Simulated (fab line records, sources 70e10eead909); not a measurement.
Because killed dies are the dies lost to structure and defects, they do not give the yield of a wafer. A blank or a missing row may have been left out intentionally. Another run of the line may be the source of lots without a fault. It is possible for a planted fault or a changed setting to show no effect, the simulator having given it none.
8D (eight disciplines) problem report, filled in by code :: flow nand-harc :: the parts of the form that need people (team, actions taken, sign-off) are left out

## 1. PROBLEM STATEMENT
A mean of 165 is read at NHARC_END_SORT_01 for killed-at-array, taken on 1 wafer of 1 lot, against 63 (standard deviation 18) on wafers free of any fault. Measured from the usual mean, that is +5.7 standard deviations.
Seen first at day 34 00:19 on prober-02, wafer L770.4. At this step, 5 wafers from 2 lots have a number in the record. By rule, "out" or "out of limits" means more than 4 standard deviations away from the usual mean. All remaining wafers that have a number are taken as sound.

## 2. WHAT THIS IS AND IS NOT
question: which readings at this step
is: killed-at-array, killed-dies
is not: killed-at-other, killed-at-periphery, killed-open, killed-short

question: which lots
is: L770
is not: L756

question: which wafers of those lots
is: L770.4
is not: L770.6

question: read on which gauges
is: prober-02
is not: prober-01

question: when
is: from day 34 00:19
is not: up to then (3 sound wafers); but 1 sound wafer of L770 came after

## 3. WHAT RULES OUT EACH SUSPECT
Counting: any tool at a process step up to the reading remains a suspect provided it ran every lot that is out. Sound lots after the first of them don't rule it out here, since some wafers of a struck lot are sound.
- the gauge at NHARC_END_SORT_01: kept. All the wafers that are out were read on prober-02, and no step on other tools shows them out.
- ald-hk-01 at NHARC_A_WL_FILL_ALD_00 (deposits Al2O3, target thk 3 nm, pulse time 3 s, ald cycles 30): kept. L770, the lot that is out, went through it at day 29 20:41; up to then, the latest sound lot through it was L756 at day 24 03:08.
- pvd-sputter-03 at NHARC_THIN_TSV_PVD_51 (deposits Cu, target thk 100 nm): kept. It ran the lot that is out, L770 (day 33 08:28). NHARC_THIN_TSV_PVD_51: start missing for some lots; hours and lot order therefore follow NHARC_THIN_TSV_DESCUM_35.
- rie-diel-05 at NHARC_THIN_TSV_DESCUM_35 (chemistry O2, time 3 s): kept. It ran the lot that is out, L770 (day 33 08:28).
- rie-metal-03 at NHARC_THIN_TSV_ETCH_36 (etches the open film in Cl2/BCl3, target depth 65 nm, time 18.571 s): kept. L770, the lot that is out, went through it at day 33 08:52; up to then, the latest sound lot through it was L756 at day 30 15:46.
- The sound lot-mates ran in chamber 3 of ald-hk-01 at NHARC_A_WL_FILL_ALD_00, but the wafers that are out ran in chamber 2.
- The sound lot-mates ran in chamber 3 of rie-diel-05 at NHARC_THIN_TSV_DESCUM_35, but the wafers that are out ran in chamber 2.
Left after counting: ald-hk-01 at NHARC_A_WL_FILL_ALD_00, pvd-sputter-03 at NHARC_THIN_TSV_PVD_51, rie-diel-05 at NHARC_THIN_TSV_DESCUM_35, rie-metal-03 at NHARC_THIN_TSV_ETCH_36, prober-02 at NHARC_END_SORT_01.

## 4. THE CAUSE (what the simulator had put in)
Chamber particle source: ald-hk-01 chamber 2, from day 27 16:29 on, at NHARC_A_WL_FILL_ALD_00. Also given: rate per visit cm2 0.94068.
Counting left 5 suspects, and this tool is among them.

## 5. THE EFFECT CHAIN, in route order
One row per reading whose mean, taken over the struck wafers that have a number, lies over 3 standard deviations from the usual. Scope: only readings with a usual standard deviation given in the record; hours: median across lots of the time from each lot's start at the first step in this table that gives one to its start at this step; sigmas: change in usual standard deviations.
hours: 0
step: NHARC_END_SORT_01
reading: killed-at-array
usual: 63
on struck wafers: 165
change: +102
sigmas: +5.7

hours: 0
step: NHARC_END_SORT_01
reading: killed-dies
usual: 68
on struck wafers: 168
change: +100
sigmas: +5.6

## 6. WHAT WOULD HAVE CAUGHT IT SOONER
Counted from the fault's start at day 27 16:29, it took 152 hours until the first out-of-limits reading at a measuring or inspecting step in this record, taken at day 34 00:19.
No tool reading at NHARC_A_WL_FILL_ALD_00 that has a usual standard deviation in the record was out on any struck wafer, so an alarm limit of 4 standard deviations on those readings would not have fired.
All the lots that are out (1) had begun NHARC_A_WL_FILL_ALD_00 on ald-hk-01 by day 34 00:19. None of them would have been spared by holding the tool at that moment.
